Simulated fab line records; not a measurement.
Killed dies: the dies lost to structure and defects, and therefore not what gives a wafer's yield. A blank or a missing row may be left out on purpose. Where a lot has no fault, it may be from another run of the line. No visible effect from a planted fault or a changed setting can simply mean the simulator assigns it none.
Which tool was responsible?	flow n5 finfet	30 wafers from 10 lots sampled at 4 of the route's 1938 steps

WHAT THE GAUGES SHOWED, per wafer
The record holds no reading of a measuring or inspecting step that can be judged against a usual standard deviation.

EACH LOT AND THE TOOL THAT RAN IT (in order: tool; ch and the chambers of the sampled wafers; start)
lot	N5_BEOL_M6_ETCH_61	N5_BEOL_M6_ETCH_65	N5_BEOL_M6_ETCH_41	N5_BEOL_M6_PRE_CLEAN_45
L951	rie diel-03 ch 0,3, day 8 21:32	rie diel-03 ch 0,2, day 9 01:47	rie diel-03 ch 0,2, day 9 02:02	pvd sputter-03, day 9 02:45
L954	rie diel-04 ch 1,3, day 9 04:22	rie diel-01 ch 0,1,2, day 9 05:40	rie diel-01 ch 0,1,2, day 9 05:55	pvd sputter-01, day 9 06:37
L958	rie diel-04 ch 0,2,3, day 10 14:35	rie diel-01 ch 1,2,3, day 10 15:53	rie diel-01 ch 1,2,3, day 10 16:08	pvd sputter-03, day 10 18:01
L957	rie diel-04 ch 0,2, day 10 14:58	rie diel-04 ch 0,1,2, day 10 16:03	rie diel-04 ch 0,1,2, day 10 16:18	pvd sputter-01, day 10 18:07
L959	rie diel-01 ch 0,1,3, day 10 19:04	rie diel-04 ch 0,1,3, day 10 21:31	rie diel-04 ch 0,1,3, day 10 21:46	pvd sputter-03, day 10 22:26
L966	rie diel-03 ch 1,2,3, day 12 23:06	rie diel-01 ch 0,1,2, day 13 03:14	rie diel-01 ch 0,1,2, day 13 03:29	pvd sputter-02, day 13 04:21
L968	rie diel-01 ch 2,3, day 13 03:52	rie diel-04 ch 0,3, day 13 05:47	rie diel-04 ch 0,3, day 13 06:02	pvd sputter-01, day 13 07:37
L969	rie diel-01 ch 0,1,2, day 13 13:53	rie diel-01 ch 1,2, day 13 15:45	rie diel-01 ch 1,2, day 13 16:00	pvd sputter-01, day 13 17:17
L973	rie diel-04 ch 0,3, day 14 12:50	rie diel-04 ch 0,3, day 14 15:07	rie diel-04 ch 0,3, day 14 15:22	pvd sputter-01, day 14 18:01
L971	rie diel-04 ch 0,3, day 14 13:05	rie diel-03 ch 0,2,3, day 14 15:28	rie diel-03 ch 0,2,3, day 14 15:43	pvd sputter-03, day 14 18:01
- N5_BEOL_M6_ETCH_61: etches SiARC in CF4, target depth 45.5 nm, time 75.8 s.
- N5_BEOL_M6_ETCH_65: etches SiARC in CF4, target depth 15.6 nm, time 26 s.
- N5_BEOL_M6_ETCH_41: etches SiCN in CH3F/O2, target depth 29.7 nm, time 52 s.
- N5_BEOL_M6_PRE_CLEAN_45: time 30 s.

AS READ BY THE TOOLS THEMSELVES (means over the sampled wafers that have a number; for cases with no such wafer, the mark the record gives instead)
N5_BEOL_M6_ETCH_61. Usual: drypump motor current A 5.9 A, standard deviation 0.4; etch rf on time s 75.6 s, standard deviation 1.1; oes product au 0.67 a.u., standard deviation 0.07; rf vpp V 183.8 V, standard deviation 1.1; showerhead plenum p Torr 2.13 Torr, standard deviation 0.06; throttle valve pct 15.60 %, standard deviation 0.27.
lot	tool	drypump motor current A (A)	etch rf on time s (s)	oes product au (a.u.)	rf vpp V (V)	showerhead plenum p Torr (Torr)	throttle valve pct (%)	flag
L951	rie diel-03	5.8	75.3	0.70	183.1	2.13	15.50	
L954	rie diel-04	6.0	75.5	0.64	183.0	2.11	15.43	
L958	rie diel-04	5.6	75.9	0.65	183.2	2.06	15.54	
L957	rie diel-04	5.2	77.6	0.61	183.1	2.05	15.58	
L959	rie diel-01	6.0	74.6	0.70	184.1	2.19	15.49	
L966	rie diel-03	5.7	76.0	0.74	183.7	2.15	15.50	
L968	rie diel-01	6.4	74.8	0.68	184.6	2.17	15.85	
L969	rie diel-01	6.0	76.3	0.63	183.9	2.14	15.79	
L973	rie diel-04	5.9	76.2	0.64	182.8	2.05	15.74	
L971	rie diel-04	5.9	74.7	0.65	182.8	2.05	15.74	

N5_BEOL_M6_ETCH_65. Usual: drypump motor current A 5.9 A, standard deviation 0.38; etch rf on time s 25.9 s, standard deviation 0.35; oes product au 0.68 a.u., standard deviation 0.076; rf vpp V 183.9 V, standard deviation 1.1; showerhead plenum p Torr 2.14 Torr, standard deviation 0.059; throttle valve pct 15.59 %, standard deviation 0.27.
lot	tool	drypump motor current A (A)	etch rf on time s (s)	oes product au (a.u.)	rf vpp V (V)	showerhead plenum p Torr (Torr)	throttle valve pct (%)	flag
L951	rie diel-03	6.0	26.0	0.69	183.7	2.14	15.42	
L954	rie diel-01	6.0	25.7	0.66	184.2	2.15	15.73	
L958	rie diel-01	6.3	25.7	0.71	185.1	2.19	15.67	
L957	rie diel-04	5.4	26.0	0.70	183.0	2.10	15.52	
L959	rie diel-04	5.8	25.8	0.72	183.3	2.10	15.47	
L966	rie diel-01	6.0	25.8	0.63	183.9	2.14	15.78	
L968	rie diel-04	6.0	25.9	0.64	183.2	2.05	15.55	
L969	rie diel-01	6.1	26.1	0.66	183.8	2.14	15.86	
L973	rie diel-04	6.0	25.8	0.63	182.7	2.05	15.56	
L971	rie diel-03	5.8	26.0	0.69	184.0	2.13	15.48	

N5_BEOL_M6_ETCH_41. Usual: drypump motor current A 5.9 A, standard deviation 0.39; oes product au 0.79 a.u., standard deviation 0.089; rf vpp V 297.1 V, standard deviation 1.3; run length s 75.1 s, standard deviation 0.41; showerhead plenum p Torr 2.00 Torr, standard deviation 0.059; throttle valve pct 16.30 %, standard deviation 0.26.
lot	tool	drypump motor current A (A)	oes product au (a.u.)	rf vpp V (V)	run length s (s)	showerhead plenum p Torr (Torr)	throttle valve pct (%)	flag
L951	rie diel-03	6.0	0.80	296.5	75.4	2.00	16.14	
L954	rie diel-01	6.0	0.78	298.1	74.8	2.01	16.42	
L958	rie diel-01	6.3	0.83	298.1	75.1	2.04	16.40	
L957	rie diel-04	5.4	0.82	296.4	75.2	1.96	16.24	
L959	rie diel-04	5.8	0.85	296.6	75.3	1.97	16.21	
L966	rie diel-01	6.0	0.74	297.3	81.1	2.00	16.49	OFF
L968	rie diel-04	6.0	0.76	295.1	75.1	1.92	16.27	
L969	rie diel-01	6.1	0.76	297.3	80.8	2.00	16.56	OFF
L973	rie diel-04	6.0	0.74	296.0	75.1	1.92	16.29	
L971	rie diel-03	5.8	0.80	297.0	75.1	1.99	16.19	

N5_BEOL_M6_PRE_CLEAN_45. Usual: 339 W for heater power w, sd 35.
lot	tool	heater power w (W)	flag
L951	pvd sputter-03	359	
L954	pvd sputter-01	324	
L958	pvd sputter-03	341	
L957	pvd sputter-01	316	
L959	pvd sputter-03	329	
L966	pvd sputter-02	330	
L968	pvd sputter-01	323	
L969	pvd sputter-01	340	
L973	pvd sputter-01	343	
L971	pvd sputter-03	323	

THE ANSWER, worked out from the rows above alone
Rule: take the mean of a lot's wafers that have a number; if it is more than 3 standard deviations from the usual mean, the lot is off. A lot without any number at a reading at which 4 lots or more have one is off too. Where the step has rows for the other lots, those lots are counted as sound. Order of review: gauges by route order, followed by the tools' own readings, for which a lot's mean as printed above is used. At the first step where some lot is off, the reading lying furthest off is the one used; lots without a number count as furthest.
Off: L966, L969, at N5_BEOL_M6_ETCH_41 (run length s).
A tool fits if, at that step or a process step before it, it ran every lot that is off, and no sound lot after the first of them. One candidate fits, namely rie diel-01 at N5_BEOL_M6_ETCH_65 and N5_BEOL_M6_ETCH_41. At N5_BEOL_M6_ETCH_65 its last sound lot is L958 (day 10 15:53), its first lot that is off L966 (day 13 03:14): a fault that began between those two fits.

WHAT HAD BEEN PUT IN BY THE SIMULATOR
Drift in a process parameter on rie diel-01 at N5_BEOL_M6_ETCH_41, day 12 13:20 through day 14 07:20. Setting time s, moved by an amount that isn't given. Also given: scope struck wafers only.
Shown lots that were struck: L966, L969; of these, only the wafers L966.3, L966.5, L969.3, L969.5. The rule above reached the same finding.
